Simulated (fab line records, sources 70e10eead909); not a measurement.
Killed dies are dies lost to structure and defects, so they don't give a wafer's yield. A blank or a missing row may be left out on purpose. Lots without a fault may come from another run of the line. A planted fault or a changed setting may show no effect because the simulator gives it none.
fab line records | flow nand_harc
record lots=5 wafers=15 last_day=32
route steps=1302 shown P_M0@282 P_M1@285 END@1302
lots that met no fault: from a run of the same line without faults
start_h: hours from the record's first day to the start of the lot's first wafer shown | wait_h: hours since the lot's step before | " the same as in the row above | L1.1+2: a row that stands for several wafers | - no value, or no start given | * or withheld: withheld | < > ~ a bound
route shown NAME@n: a module of which the file shows steps, and the number in the route of the first | usual: mean/standard deviation of fault-free wafers | same: alike in all rows | chamber/n: place in a boat | sites: the reading at each site | _std_site: their standard deviation | _edge_site: outer sites' mean less inner sites' | radius_mm: how far each site lies from the wafer's centre | mask NAME#n: copy n | behind: the tool/chamber that last shaped the wafer | hold: why the lot was held/for how many hours/how that ended | device: the transistor (n, p or np) that didn't switch | end of line: the same wafers' tests at the end of the route | a step without rows: its recipe alone | killed: dies lost to structure and defects at the first sort, not the wafer's yield | map: a wafer's dies, x killed, . not, _ none there
set.NAME: the setting as run; set.NAME@STEP: as run at that earlier step | model.NAME: the simulator's own value behind a step, which no gauge read
lots at some steps of the route; a table a step, a row a wafer
services: from which hour (start_h, from the record's first day; less than 0 if before it) a tool's chamber was out of use, for how many hours, and why
## steps
# step NHARC_P_M0_INSPECT_27
# usual raw_defect_count=340/160
# columns lot.wafer tool chamber start_h wait_h raw_defect_count
L501.1 defect_inspect-02 - 147.79 0.0 834
L501.4 " - " " 524
L501.6 " - " " 489
L504.1 defect_inspect-01 - 181.32 0.0 262
L504.2 " - " " 259
L504.4 " - " " 247
L510.2 defect_inspect-02 - 240.26 0.0 492
L510.5 " - " " 319
L510.6 " - " " 264
L511.1 defect_inspect-01 - 255.25 0.0 145
L511.3 " - " " 145
L511.5 " - " " 269
L518.1 defect_inspect-02 - 332.08 0.0 420
L518.2 " - " " 851
L518.3 " - " " 593
# step NHARC_P_M0_PRE_CLEAN_31
# recipe time_s=12 temp_c=370 rf_power_w=300 gas=NH3
# usual heater_power_w=588/72
# columns lot.wafer tool chamber start_h wait_h heater_power_w
L501.1 pecvd-01 0 147.86 0.1 550
L501.6 " 1 " " 521
L501.4 " 2 " " 576
L504.2 pecvd-01 1 181.39 0.1 571
L504.1 " 2 " " 543
L504.4 " 0 " " 627
L510.2 pecvd-01 1 240.33 0.1 503
L510.5 " 1 " " 498
L510.6 " 2 " " 582
L511.1 pecvd-01 0 255.32 0.1 600
L511.3 " 2 " " 591
L511.5 " 1 " " 549
L518.3 pecvd-03 2 332.14 0.1 551
L518.1 " 0 " " 731
L518.2 " 1 " " 728
# step NHARC_P_M0_DEP_32
# recipe target_thk_a=300 temp_c=370 target_thk_nm=30 pressure_torr=3 flow_sccm=200 rf_w=450 material=SiCN
# usual heater_power_w=538/72
# columns lot.wafer tool chamber start_h wait_h heater_power_w
L501.1 pecvd-01 0 147.94 0.1 551
L501.6 " 1 " " 506
L501.4 " 2 " " 460
L504.2 pecvd-01 1 181.47 0.1 510
L504.1 " 2 " " 510
L504.4 " 0 " " 549
L510.2 pecvd-01 1 240.41 0.1 518
L510.5 " 1 " " 407
L510.6 " 2 " " 539
L511.1 pecvd-01 0 255.40 0.1 508
L511.3 " 2 " " 544
L511.5 " 1 " " 496
L518.3 pecvd-03 2 332.22 0.1 507
L518.1 " 0 " " 678
L518.2 " 1 " " 653
# step NHARC_P_M1_DEP_00
# recipe target_thk_a=1825 target_thk_nm=182.5 temp_c=withheld pressure_torr=5 flow_sccm=200 rf_w=600 material=SiOC
# step NHARC_P_M1_DEHYDRATE_01
# recipe temp_c=150 time_s=120
# step NHARC_P_M1_HMDS_02
# recipe time_s=30
# step NHARC_P_M1_COAT_34
# recipe temp_c=200 time_s=65
# step NHARC_P_M1_COAT_03
# recipe spin_rpm=1500 resist_thk_nm=90
# step NHARC_P_M1_SOFTBAKE_04
# recipe temp_c=105 time_s=55
# step NHARC_P_M1_EBR_05
# step NHARC_P_M1_EXPOSE_06
# recipe na=1.35 target_cd_nm=130 dose_mj=81.88 mask_id=P_M1
# step NHARC_P_M1_PEB_07
# recipe peb_temp_c=100 peb_time_s=65
# step NHARC_P_M1_DEVELOP_08
# recipe develop_time_s=35 dev_temp_c=23
# usual developer_temp_C=23.00/0.12 resist_line_temp_C=22.99/0.092
# columns lot.wafer tool chamber start_h wait_h developer_temp_C resist_line_temp_C
L501.1 litho_track-01 0 149 - 22.98 23.17
L501.4 " 0 " " 22.96 23.08
L501.6 " 0 " " 22.97 23.03
L504.1 litho_track-01 0 182 - 22.20 22.96
L504.2 " 0 " " 22.19 23.01
L504.4 " 0 " " 22.21 22.99
L510.2 litho_track-06 0 241 - 22.81 23.01
L510.5 " 0 " " 23.03 23.05
L510.6 " 0 " " 22.78 23.06
L511.1 litho_track-06 0 256 - 22.97 23.02
L511.3 " 0 " " 22.99 23.16
L511.5 " 0 " " 22.98 23.11
L518.1 litho_track-04 0 333 - 23.05 23.09
L518.2 " 0 " " 23.07 23.11
L518.3 " 0 " " 23.24 23.11
# step NHARC_P_M1_CD_MEAS_09
# recipe target_cd_nm=130 landing_energy_ev=500
# usual cd_nm=129.8/0.68
# columns lot.wafer tool chamber start_h wait_h cd_nm
L501.1 cd_sem-01 0 149.16 - 130.4
L501.4 " 0 " " 131.1
L501.6 " 0 " " 131.0
L504.1 cd_sem-01 0 182.71 - 130.6
L504.2 " 0 " " 131.0
L504.4 " 0 " " 130.9
L510.2 cd_sem-01 0 241.51 - 130.4
L510.5 " 0 " " 130.9
L510.6 " 0 " " 130.8
L511.1 cd_sem-03 0 256.52 - 129.6
L511.3 " 0 " " 129.5
L511.5 " 0 " " 129.9
L518.1 cd_sem-02 0 333.47 - 129.5
L518.2 " 0 " " 128.5
L518.3 " 0 " " 130.0
# step NHARC_END_SORT_01
# recipe temp_c=25
# usual defect_limited_yield=91.8/2.8 killed_at_array=51/18 killed_at_other=1.0/1.2 killed_at_periphery=3.7/2.9 killed_dies=55/19 killed_open=3.5/1.9 killed_short=2.6/1.6 sort_bin_2_pct=2.9/1.3 sort_bin_3_pct=0.6/0.38 sort_bin_4_pct=4.6/1.5 sort_n_pass=622/19 sort_rim_yield_pct=94/3.2 sort_yield_pct=91.8/2.8
# same gross_dies=677 sort_bin_5_pct[%]=0 sort_bin_6_pct[%]=0 sort_bin_7_pct[%]=0 sort_bin_8_pct[%]=0 sort_rim_n_gross=106.00
# columns lot.wafer tool chamber start_h wait_h defect_limited_yield[%] killed_at_array killed_at_other killed_at_periphery killed_dies killed_open killed_short sort_bin_2_pct[%] sort_bin_3_pct[%] sort_bin_4_pct[%] sort_n_pass sort_rim_yield_pct[%] sort_yield_pct[%]
L501.1 prober-02 0 585.42 2.5 89.7 66 0 4 70 6 2 4.0 0.6 5.8 607 100 89.7
L501.4 prober-02 0 587.82 3.4 91.7 53 0 3 56 2 3 3.1 0.4 4.7 621 92 91.7
L501.6 prober-02 0 589.42 4.0 90.5 63 0 1 64 1 4 4.0 0.4 5.0 613 99 90.5
L504.1 prober-01 0 605.32 2.5 92.8 48 0 1 49 4 4 2.8 0.3 4.1 628 96 92.8
L504.2 prober-01 0 606.12 2.8 91.1 56 1 3 60 6 3 3.1 0.7 5.0 617 99 91.1
L504.4 prober-01 0 607.74 3.4 91.9 50 1 4 55 1 1 3.4 0.4 4.3 622 96 91.9
L511.1 prober-01 0 716.53 2.5 88.3 70 3 6 79 3 4 4.3 0.9 6.5 598 94 88.3
L511.3 prober-01 0 718.18 3.1 90.0 55 3 10 68 2 4 3.5 0.4 6.1 609 92 90.0
L511.5 prober-01 0 719.82 3.8 92.5 38 4 9 51 1 0 3.8 0.4 3.2 626 93 92.5
L518.1 prober-02 0 777.33 2.5 90.8 58 0 4 62 2 5 3.7 0.3 5.2 615 97 90.8
L518.2 prober-02 0 778.13 2.8 95.6 25 0 5 30 3 2 2.2 0.1 2.1 647 87 95.6
L518.3 prober-02 0 778.93 3.1 95.4 22 1 8 31 2 2 1.9 0.1 2.5 646 89 95.4
# killed by level:class
L501.1 A_CHANNEL_HOLE_D1:chamber_film_flake=26 A_SLIT:chamber_film_flake=21 A_CONTACT:chamber_film_flake=8 A_CHANNEL_HOLE_D2:chamber_film_flake=6 P_M0:geometric_particle:open=1 P_M0:geometric_particle:short=1 P_M2:geometric_particle:open=1 A_CHANNEL_FILL_D1:geometric_particle:open=1
L501.4 A_CHANNEL_HOLE_D1:chamber_film_flake=33 A_SLIT:chamber_film_flake=11 A_M0:geometric_particle:short=2 A_CHANNEL_FILL_D2:chamber_film_flake=2 A_STAIRCASE:chamber_film_flake=2 P_GATE:geometric_particle:open=1 P_CONTACT:geometric_particle:open=1 A_ONON_D2:geometric_particle:short=1
L501.6 A_CHANNEL_HOLE_D1:chamber_film_flake=29 A_SLIT:chamber_film_flake=20 A_CONTACT:chamber_film_flake=5 A_DECK1_JOINT:chamber_film_flake=3 A_CHANNEL_HOLE_D2:chamber_film_flake=2 P_GATE:geometric_particle:short=1 A_CHANNEL_FILL_D2:geometric_particle:short=1 A_STAIRCASE:geometric_particle:short=1
L504.1 A_CHANNEL_HOLE_D1:chamber_film_flake=34 A_CHANNEL_HOLE_D2:chamber_film_flake=3 A_ONON_D2:geometric_particle:short=2 A_CHANNEL_FILL_D1:geometric_particle:open=1 A_DECK1_JOINT:geometric_particle:short=1 A_ONON_D2:geometric_particle:open=1 A_SGD_CUT:geometric_particle:open=1 A_WL_FILL:geometric_particle:short=1
L504.2 A_CHANNEL_HOLE_D1:chamber_film_flake=36 A_CHANNEL_HOLE_D2:chamber_film_flake=7 A_CHANNEL_FILL_D1:chamber_film_flake=3 A_SGD_CUT:chamber_film_flake=3 P_CONTACT:geometric_particle:open=2 P_M0:geometric_particle:open=1 A_ONON_D1:geometric_particle:open=1 A_DECK1_JOINT:geometric_particle:open=1
L504.4 A_CHANNEL_HOLE_D1:chamber_film_flake=29 A_CHANNEL_HOLE_D2:chamber_film_flake=17 A_SGD_CUT:chamber_film_flake=2 P_STI:geometric_particle:short=1 P_CONTACT:geometric_particle:open=1 P_ZERO_WELL:chamber_film_flake=1 P_GATE:chamber_film_flake=1 A_ZERO_WELL:chamber_film_flake=1
L511.1 A_CHANNEL_HOLE_D1:chamber_film_flake=35 A_CONTACT:chamber_film_flake=11 P_GATE:chamber_film_flake=5 A_STAIRCASE:chamber_film_flake=5 A_CHANNEL_FILL_D1:chamber_film_flake=4 A_DECK1_JOINT:chamber_film_flake=4 THIN_TSV:chamber_film_flake=3 A_SLIT:chamber_film_flake=3
L511.3 A_CHANNEL_HOLE_D1:chamber_film_flake=31 P_GATE:chamber_film_flake=9 A_STAIRCASE:chamber_film_flake=5 A_WL_FILL:chamber_film_flake=4 A_CONTACT:chamber_film_flake=4 A_CHANNEL_FILL_D1:chamber_film_flake=3 A_SLIT:chamber_film_flake=2 THIN_TSV:chamber_film_flake=2
L511.5 A_CHANNEL_HOLE_D1:chamber_film_flake=21 A_CONTACT:chamber_film_flake=9 P_GATE:chamber_film_flake=6 THIN_TSV:chamber_film_flake=4 A_SLIT:chamber_film_flake=3 P_ZERO_WELL:chamber_film_flake=2 A_STAIRCASE:chamber_film_flake=2 P_CONTACT:geometric_particle:open=1
L518.1 A_SLIT:chamber_film_flake=24 A_CHANNEL_HOLE_D2:chamber_film_flake=14 A_CHANNEL_HOLE_D1:chamber_film_flake=11 P_M0:chamber_film_flake=2 A_CONTACT:chamber_film_flake=2 P_M0:geometric_particle:open=1 A_ONON_D1:geometric_particle:short=1 A_CHANNEL_FILL_D1:geometric_particle:short=1
L518.2 A_SLIT:chamber_film_flake=7 A_CHANNEL_HOLE_D2:chamber_film_flake=4 P_M0:chamber_film_flake=3 A_CHANNEL_FILL_D1:chamber_film_flake=3 A_CHANNEL_HOLE_D1:chamber_film_flake=2 A_DECK1_JOINT:chamber_film_flake=2 A_CONTACT:chamber_film_flake=2 P_M0:geometric_particle:open=1
L518.3 A_SLIT:chamber_film_flake=8 P_M0:chamber_film_flake=7 A_CHANNEL_HOLE_D2:chamber_film_flake=5 A_CHANNEL_HOLE_D1:chamber_film_flake=3 P_M1:geometric_particle:open=1 A_CHANNEL_FILL_D1:geometric_particle:short=1 A_ONON_D2:geometric_particle:open=1 A_CHANNEL_FILL_D2:geometric_particle:short=1
## services
# columns tool chamber start_h hours kind
pecvd-01 1 124.69 16.6 repair
pecvd-01 - 130.00 13.0 pm
pecvd-01 0 130.00 13.0 vent_cycle
pecvd-01 2 130.00 13.0 vent_cycle
pecvd-01 0 143.00 - clean
pecvd-01 1 143.00 - clean
pecvd-01 2 143.00 - clean
litho_track-01 - 155.00 7.0 pm
litho_track-06 - 179.00 7.0 pm
pecvd-01 1 179.36 - calibration
pecvd-03 - 185.00 13.0 pm
litho_track-04 - 203.00 7.0 pm
pecvd-01 - 263.46 2.7 repair
pecvd-01 2 299.59 11.9 repair
pecvd-03 - 305.98 0.3 repair
pecvd-01 - 311.00 13.0 pm
pecvd-01 0 311.00 13.0 vent_cycle
pecvd-01 1 311.00 13.0 vent_cycle
pecvd-03 - 317.97 1.2 repair
pecvd-01 0 324.00 - clean
pecvd-01 1 324.00 - clean
litho_track-01 - 330.00 7.0 pm
pecvd-01 1 331.17 8.5 repair
pecvd-01 - 332.68 0.8 repair
## key
first_sign step=NHARC_P_M1_DEVELOP_08 reading=developer_temp_C direction=down sigmas=6.9 usual=* struck=*
effect none on later readings
met_at NHARC_P_M1_DEVELOP_08
struck_wafers L504.1,L504.2,L504.4
onset_between 149 182
fault kind=process_parameter_drift tool=litho_track-01 chamber=- onset_h=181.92 steps=NHARC_P_M1_DEVELOP_08 channel=dev_temp_c offset=* shape=step acts_in=* stated=*
